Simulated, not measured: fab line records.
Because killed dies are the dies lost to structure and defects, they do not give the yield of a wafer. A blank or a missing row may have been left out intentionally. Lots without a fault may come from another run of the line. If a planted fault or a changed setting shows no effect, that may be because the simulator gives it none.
Matching of chambers :: flow n5-finfet :: N5_BEOL_M13_ETCH_67 on rie-diel-06: 4 sister chambers
The step etches SiARC in CF4, target depth 143 nm, time 238.3 s. 4 wafers are shown with their chamber, then 7 later ones without.

## WAFERS PAIRED WITH THEIR CHAMBERS
wafer: L075.2
chamber: 2
showerhead-plenum-p-Torr (Torr): 2.11

wafer: L085.4
chamber: 0
showerhead-plenum-p-Torr (Torr): 2.14

wafer: L085.5
chamber: 1
showerhead-plenum-p-Torr (Torr): 2.21

wafer: L087.5
chamber: 3
showerhead-plenum-p-Torr (Torr): 2.16

## WAFERS MISSING THEIR CHAMBER
wafer: L087.6
showerhead-plenum-p-Torr (Torr): 2.11

wafer: L092.1
showerhead-plenum-p-Torr (Torr): 2.10

wafer: L092.2
showerhead-plenum-p-Torr (Torr): 2.21

wafer: L092.4
showerhead-plenum-p-Torr (Torr): 2.13

wafer: L095.2
showerhead-plenum-p-Torr (Torr): 2.10

wafer: L095.3
showerhead-plenum-p-Torr (Torr): 2.21

wafer: L095.5
showerhead-plenum-p-Torr (Torr): 2.16

## WHICH CHAMBER EACH WENT THROUGH
wafer: L087.6
from the rows above: 2
in truth: 2

wafer: L092.1
from the rows above: 2
in truth: 2

wafer: L092.2
from the rows above: 1
in truth: 1

wafer: L092.4
from the rows above: can't be placed: 0 or 2
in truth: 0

wafer: L095.2
from the rows above: 2
in truth: 2

wafer: L095.3
from the rows above: 1
in truth: 1

wafer: L095.5
from the rows above: 3
in truth: 3
Correctly placed: 6 of 7. These rows do not allow placing 1 (true chamber among the candidates in 1). Wrongly placed: 0.
How it was worked out, from the rows above alone: a wafer's distance from a chamber is the root of the sum, over the readings, of the square of ((its reading less the chamber's mean) divided by the reading's scatter). The wafer belongs to the nearest chamber; if the next one is less than 2 further off, it can't be placed. A chamber's mean is the mean of its shown wafers. The scatter (one wafer shown for each chamber): square how far every hidden wafer sits from the nearest shown wafer, average those squares and take the square root.
